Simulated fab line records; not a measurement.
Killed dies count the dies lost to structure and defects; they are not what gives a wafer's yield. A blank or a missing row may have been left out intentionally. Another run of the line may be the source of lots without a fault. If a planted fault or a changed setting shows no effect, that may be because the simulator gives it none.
Lot-split experiment    flow n5_finfet    on a route of 1938 steps: 7 lots, 21 wafers read

== THE SPLIT ==
At N5_BEOL_M8_COAT_22 (resist thk 30 nm), the setting spin_rpm was moved away from the recipe's 1500 rpm on 5 of the 21 wafers read, by -7.3% to +8.7%. All remaining wafers had this setting at the recipe value.

== FROM THE SPLIT TO THE READING: what the file shows between them, 7 steps ==
- N5_BEOL_M8_EBR_24
- N5_BEOL_M8_SOFTBAKE_23: time 60 s
- N5_BEOL_M8_EXPOSE_25: exposes mask V7, target cd 40 nm
- N5_BEOL_M8_PEB_26: peb time 60 s
- N5_BEOL_M8_DEVELOP_27: develop time 30 s
- N5_BEOL_M8_DESCUM_33: chemistry O2, time 7 s
- N5_BEOL_M8_ETCH_72: etches underlayer in N2/H2, target depth 6.5 nm, time 5.2 s

== THE READING ==
CAR-EUV_of_BEOL_M8_COAT_22.thk_nm (the simulator's own value, which no gauge read), in nm, at N5_BEOL_M8_ETCH_65 (etches SiARC in CF4, target depth 15.6 nm, time 26 s). The file does not state a usual value for it. Average 11.1 nm, standard deviation 0.099 nm, over the 16 wafers here run with the recipe.

wafer   tool, chamber at the split  spin_rpm as run, rpm  against the recipe  CAR-EUV_of_BEOL_M8_COAT_22.thk_nm, nm  against lot-mates on the recipe
L075.2  litho_track-03, 0           1570                  +4.7%               10.6                                   -0.5
L075.4  litho_track-03, 0           1500                  recipe              11                                     -
L075.6  litho_track-03, 0           1500                  recipe              11.2                                   -
L078.2  litho_track-02, 0           1500                  recipe              11.2                                   -
L078.4  litho_track-02, 0           1500                  recipe              11                                     -
L078.6  litho_track-02, 0           1500                  recipe              11                                     -
L080.3  litho_track-04, 0           1500                  recipe              11                                     -
L080.4  litho_track-04, 0           1500                  recipe              11.2                                   -
L080.6  litho_track-04, 0           1500                  recipe              11.2                                   -
L076.3  litho_track-03, 0           1500                  recipe              11                                     -
L076.6  litho_track-03, 0           1500                  recipe              11                                     -
L076.4  litho_track-03, 0           1614                  +7.6%               10.2                                   -0.8
L090.2  litho_track-03, 0           1500                  recipe              11.2                                   -
L090.6  litho_track-03, 0           1500                  recipe              11.2                                   -
L090.3  litho_track-03, 0           1631                  +8.7%               10                                     -1.2
L091.2  litho_track-04, 0           1500                  recipe              11                                     -
L091.3  litho_track-04, 0           1500                  recipe              11                                     -
L091.5  litho_track-04, 0           1500                  recipe              11                                     -
L088.2  litho_track-02, 0           1500                  recipe              11.2                                   -
L088.5  litho_track-02, 0           1390                  -7.3%               12.2                                   +1.0
L088.6  litho_track-02, 0           1390                  -7.3%               12.2                                   +1.0

FIT RESULTS
A straight line over all 21 wafers: CAR-EUV_of_BEOL_M8_COAT_22.thk_nm changes by -0.133 nm for each +1% of spin_rpm; r = -0.98; the points scatter about the line by 0.11 nm.
The same after taking each lot's own level away (the mean of its wafers on the recipe; 21 wafers): -0.128 nm for each +1%; r = -0.99; scatter 0.08 nm.
According to that fit, moving spin_rpm by its largest amount changes the reading by 1.1 nm.
From 11.00 to 11.20 nm: that is the span of the lots' own levels, equal to 2.0 times the standard deviation above.
The two slopes are in agreement: the lot-to-lot level therefore moves the slope only a little.
Check: for one of the wafers moved furthest among these (+8.7%), held out of the fit, the line's prediction against its lot-mates is -1.05 nm. It came out at -1.2 nm against them.

== THESE WAFERS: OTHER SPLITS ==
Other splits were also applied to these wafers ahead of the reading. Each is held against what the fit with the lots' levels taken away leaves over:
other split on the same wafers      wafers away from the commonest value  r with CAR-EUV_of_BEOL_M8_COAT_22.thk_nm (lot level and that fit taken away)
N5_BEOL_M7_EXPOSE_08 dose_mj        6                                     -0.09
N5_BEOL_M7_STRIP_19 pressure_mtorr  9                                     -0.15
N5_BEOL_M8_ETCH_62 bias_w           8                                     -0.25

== THE WHOLE CHAIN: every reading that the file lists as answering this split, in the file's order ==
step                   what it does                                                 reading                                                                             change (the file's fit)                r (the file's)
N5_BEOL_M8_COAT_22     resist thk 30 nm                                             CAR-EUV_of_BEOL_M8_COAT_22.thk_nm (the simulator's own value, which no gauge read)  -0.152 nm for each +1% of the setting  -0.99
N5_BEOL_M8_DEVELOP_27  develop time 30 s                                            CAR-EUV_of_BEOL_M8_COAT_22.thk_nm (the simulator's own value, which no gauge read)  -0.142 nm for each +1% of the setting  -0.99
N5_BEOL_M8_ETCH_72     etches underlayer in N2/H2, target depth 6.5 nm, time 5.2 s  CAR-EUV_of_BEOL_M8_COAT_22.thk_nm (the simulator's own value, which no gauge read)  -0.129 nm for each +1% of the setting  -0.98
N5_BEOL_M8_ETCH_65     etches SiARC in CF4, target depth 15.6 nm, time 26 s         CAR-EUV_of_BEOL_M8_COAT_22.thk_nm (the simulator's own value, which no gauge read)  -0.125 nm for each +1% of the setting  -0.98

== FILE'S OWN FIT ==
CAR-EUV_of_BEOL_M8_COAT_22.thk_nm changes by -0.125 nm for each +1% of spin_rpm, r = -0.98.
